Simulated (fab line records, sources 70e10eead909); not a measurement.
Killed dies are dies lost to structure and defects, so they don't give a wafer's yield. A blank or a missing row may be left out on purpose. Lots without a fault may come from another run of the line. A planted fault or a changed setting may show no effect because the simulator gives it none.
Chamber matching | flow nand_harc | NHARC_A_BLC_STRIP_29 on rie_diel-13: 4 sister chambers
The step strips in CF4. 22 wafers are shown with their chamber, then 11 later ones without.

WAFERS WITH THEIR CHAMBER
wafer  | chamber | drypump_motor_current_A (A) | showerhead_plenum_p_Torr (Torr) | oes_product_au (a.u.)
L075.2 | 0       | 6.0                         | 1.85                            | 0.987
L075.3 | 3       | 6.3                         | 1.88                            | 1.005
L075.4 | 1       | 5.7                         | 1.84                            | 1.034
L076.1 | 1       | 5.7                         | 1.84                            | 1.019
L076.2 | 0       | 6.0                         | 1.85                            | 0.985
L076.4 | 3       | 6.3                         | 1.88                            | 1.008
L079.2 | 3       | 6.3                         | 1.88                            | 1.005
L079.3 | 2       | 5.6                         | 1.86                            | 0.985
L079.6 | 2       | 5.6                         | 1.86                            | 0.981
L077.2 | 3       | 6.3                         | 1.88                            | 1.014
L077.3 | 0       | 6.0                         | 1.85                            | 0.987
L077.5 | 3       | 6.4                         | 1.88                            | 1.003
L084.1 | 2       | 5.6                         | 1.86                            | 0.985
L084.4 | 3       | 6.4                         | 1.87                            | 1.016
L084.5 | 1       | 5.7                         | 1.84                            | 1.008
L089.2 | 1       | 5.6                         | 1.84                            | 1.029
L089.3 | 2       | 5.6                         | 1.86                            | 0.982
L089.6 | 1       | 5.6                         | 1.84                            | 1.026
L090.1 | 3       | 6.4                         | 1.87                            | 1.008
L090.3 | 2       | 5.6                         | 1.86                            | 0.991
L090.5 | 3       | 6.4                         | 1.87                            | 0.994
L091.2 | 0       | 6.0                         | 1.85                            | 1.002

SIGNATURES (means of the wafers above)
reading                  | chamber 0 | chamber 1 | chamber 2 | chamber 3 | scatter within a chamber
drypump_motor_current_A  | 6.000     | 5.660     | 5.600     | 6.350     | 0.0422
showerhead_plenum_p_Torr | 1.8500    | 1.8400    | 1.8600    | 1.8762    | 0.00323
oes_product_au           | 0.99025   | 1.02320   | 0.98480   | 1.00662   | 0.00737
Rule: a wafer's distance from a chamber is the root of the sum, over the readings, of the square of ((its reading less the chamber's mean) divided by the reading's scatter). The wafer belongs to the nearest chamber; if the next one is less than 2 further off, it can't be placed. The scatter: the root of (the sum of the squares of (reading less its chamber's mean) over the shown wafers, divided by (wafers less chambers)).

WAFERS WITHOUT THEIR CHAMBER
wafer  | drypump_motor_current_A (A) | showerhead_plenum_p_Torr (Torr) | oes_product_au (a.u.)
L091.3 | 6.4                         | 1.87                            | 1.002
L091.4 | 5.6                         | 1.86                            | 0.984
L092.1 | 6.1                         | 1.85                            | 0.980
L092.2 | 6.4                         | 1.87                            | 0.986
L092.4 | 5.6                         | 1.86                            | 0.982
L097.2 | 6.0                         | 1.84                            | 0.991
L097.3 | 5.6                         | 1.83                            | 1.019
L097.5 | 6.0                         | 1.84                            | 0.994
L096.3 | 6.3                         | 1.87                            | 0.992
L096.4 | 6.1                         | 1.84                            | 0.991
L096.6 | 6.3                         | 1.87                            | 1.000

WHICH CHAMBER EACH WENT THROUGH
wafer  | from the rows above | in truth
L091.3 | 3                   | 3
L091.4 | 2                   | 2
L092.1 | 0                   | 0
L092.2 | 3                   | 3
L092.4 | 2                   | 2
L097.2 | 0                   | 0
L097.3 | 1                   | 1
L097.5 | 0                   | 0
L096.3 | 3                   | 3
L096.4 | 0                   | 0
L096.6 | 3                   | 3
Placed correctly: 11 of 11. Can't be placed from these rows: 0. Placed wrongly: 0.
